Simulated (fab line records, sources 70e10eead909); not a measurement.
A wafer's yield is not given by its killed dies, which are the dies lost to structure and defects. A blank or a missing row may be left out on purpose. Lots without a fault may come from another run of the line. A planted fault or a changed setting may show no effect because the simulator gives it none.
Struck lot and sound lot, side by side    flow nand_harc    24 steps out of a route of 1159
Sound: these wafers, L355.3, L355.5, L355.6. The struck wafers were L346.3, L346.5, L346.6. The cause is named last.
At each step with rows: each side's tool, then ch and its chambers, then its first start. Under that, the readings that differ: sound wafers    struck wafers    difference of the means    sigmas: that difference in standard deviations of wafers without a fault.
alike: readings whose means differ by less than 2 such deviations, and words and numbers that are the same on both sides. not compared: withheld readings, readings that some wafer has no value for, bounds like >300 that may hide the same value, and numbers for which the record gives no deviation and whose values overlap.
A row with sigmas, a row that says differs or no value, or rows on one side alone: a step with any of these is where the two part. Numbers that don't overlap but have no deviation are shown without sigmas and don't part them. A reading that every wafer of one side lacks parts them only if that side has two wafers or more.

first, 3 steps without rows for these wafers: NHARC_A_CHANNEL_HOLE_D1_DESCUM_15 (chemistry O2, time 3 s); NHARC_A_CHANNEL_HOLE_D1_ETCH_38 (etches the open film in CF4, target depth 39 nm, time 65 s); NHARC_A_CHANNEL_HOLE_D1_ETCH_39 (etches the open film in N2/H2, target depth 260 nm, time 325 s).
NHARC_A_CHANNEL_HOLE_D1_ETCH_34: etches the open film in CF4/CHF3, target depth 154 nm, time 77 s.
  sound on rie_diel-05 ch 2,3; struck on rie_diel-11 ch 1,2
  alike: bias_w, cf4_flow_sccm, drypump_motor_current_A, oes_product_au, rf_vpp_V, showerhead_plenum_p_Torr, throttle_valve_pct
  not compared: rf_hours_counter_h
NHARC_A_CHANNEL_HOLE_D1_ETCH_16: etches the open film in O2/COS, target depth 3100 nm, time 806 s.
  sound on rie_diel-05 ch 0,3; struck on rie_diel-11 ch 2,3
  alike: bias_w, chamber_pressure_mTorr, drypump_motor_current_A, oes_product_au, rf_vpp_V, showerhead_plenum_p_Torr, throttle_valve_pct
  not compared: rf_hours_counter_h
NHARC_A_CHANNEL_HOLE_D1_CD_MEAS_18:
  sound: cd_sem-03 at day 13 09:01; struck: cd_sem-01 at day 11 14:43
  alike: cd_nm
then, 2 steps without rows for these wafers: NHARC_A_CHANNEL_HOLE_D1_ETCH_19 (etches the open film in C4F8/O2/Ar, time 34.5 s); NHARC_A_CHANNEL_HOLE_D1_ETCH_20 (etches the open film in C4F8/O2/Ar, time 361.9 s, target depth 1600 nm).
NHARC_A_CHANNEL_HOLE_D1_ETCH_21: etches the open film in C4F8/O2/Ar, time 514.3 s, target depth 1600 nm.
  sound on har_etch-02 ch 0,1, day 13 09:44; struck on har_etch-01 ch 0,1, day 11 15:21
  alike: c4f8_flow_sccm, chamber_pressure_mTorr, drypump_motor_current_A, showerhead_plenum_p_Torr, throttle_valve_pct
  not compared: rf_hours_counter_h
then, 3 steps without rows for these wafers: NHARC_A_CHANNEL_HOLE_D1_ETCH_22 (etches the open film in C4F8/O2/Ar, time 666.7 s, target depth 1600 nm); NHARC_A_CHANNEL_HOLE_D1_ETCH_23 (etches the open film in C4F8/O2/Ar, time 819 s, target depth 1600 nm); NHARC_A_CHANNEL_HOLE_D1_ETCH_24 (etches the open film in C4F8/O2/Ar, time 906.2 s, target depth 1500 nm).
NHARC_A_CHANNEL_HOLE_D1_ETCH_25: etches the open film in C4F8/O2/Ar, time 1040.2 s, target depth 1500 nm.
  sound on har_etch-02 ch 0,1, day 13 12:26; struck on har_etch-01 ch 0,1, day 11 17:57
  no value came back on the struck wafers for any of 5 readings (c4f8_flow_sccm (sccm), chamber_pressure_mTorr (mTorr) and others); on the sound wafers c4f8_flow_sccm (sccm) reads 94.10 93.76 93.33
  not compared: rf_hours_counter_h
NHARC_A_CHANNEL_HOLE_D1_ETCH_26: etches the open film in C4F8/O2/Ar, time 224.1 s, target depth 300 nm.
  sound on har_etch-02 ch 0,1, day 13 12:59; struck on har_etch-01 ch 0,1, day 11 18:37
reading                      sound        struck       difference  sigmas
drypump_motor_current_A (A)  6.7 6.2 6.7  5.9 5.9 5.7  -0.7        -2
  alike: bias_v, c4f8_flow_sccm, showerhead_plenum_p_Torr, throttle_valve_pct
  not compared: rf_hours_counter_h
NHARC_A_CHANNEL_HOLE_D1_ETCH_33: etches the open film in C4F8/O2/Ar, time 90 s, target depth 400 nm.
  sound on har_etch-02 ch 0,1, day 13 13:10; struck on har_etch-01 ch 0,1, day 11 18:49
  alike: bias_v, c4f8_flow_sccm, drypump_motor_current_A, showerhead_plenum_p_Torr, throttle_valve_pct
  not compared: rf_hours_counter_h
then, 3 steps without rows for these wafers: NHARC_A_CHANNEL_HOLE_D1_STRIP_41 (strips in N2/H2); NHARC_A_CHANNEL_HOLE_D1_STRIP_42 (strips in CF4/CHF3); NHARC_A_CHANNEL_HOLE_D1_STRIP_43 (strips in O2/COS).
NHARC_A_CHANNEL_HOLE_D1_ETCH_44: etches the open film in CF4/O2, target depth 140 nm, overetch 14 nm, time 77 s.
  sound on rie_diel-04 ch 2,3, day 13 13:50; struck on rie_diel-04 ch 1,2, day 11 19:31
reading                             sound             struck             difference  sigmas
model.A_CHANNEL_HOLE_D1.cd_nm (nm)  89.26 88.95 90.6  102.5 99.95 103.3  +12.3       
  alike: bias_w, cf4_flow_sccm, drypump_motor_current_A, oes_product_au, rf_vpp_V, showerhead_plenum_p_Torr, throttle_valve_pct
  not compared: rf_hours_counter_h
then, 3 steps without rows for these wafers: NHARC_A_CHANNEL_HOLE_D1_STRIP_27 (strips in O2); NHARC_A_CHANNEL_HOLE_D1_PRECLEAN_28 (cleans in SC1); NHARC_A_CHANNEL_HOLE_D1_SRD_29.
NHARC_A_CHANNEL_HOLE_D1_CD_MEAS_30:
  sound: cd_sem-02 at day 13 14:38; struck: cd_sem-01 at day 11 20:31
reading     sound           struck         difference  sigmas
cd_nm (nm)  89.2 88.8 91.6  -0.2 0.5 -0.4  -89.9       -60
  not compared: hold
following that, these wafers have no rows for 1 step: NHARC_END_SORT_01.

## WHERE THEY PART
Earliest at NHARC_A_CHANNEL_HOLE_D1_ETCH_25; latest, in this record, at NHARC_A_CHANNEL_HOLE_D1_CD_MEAS_30.

WHY: whatever the simulator had introduced
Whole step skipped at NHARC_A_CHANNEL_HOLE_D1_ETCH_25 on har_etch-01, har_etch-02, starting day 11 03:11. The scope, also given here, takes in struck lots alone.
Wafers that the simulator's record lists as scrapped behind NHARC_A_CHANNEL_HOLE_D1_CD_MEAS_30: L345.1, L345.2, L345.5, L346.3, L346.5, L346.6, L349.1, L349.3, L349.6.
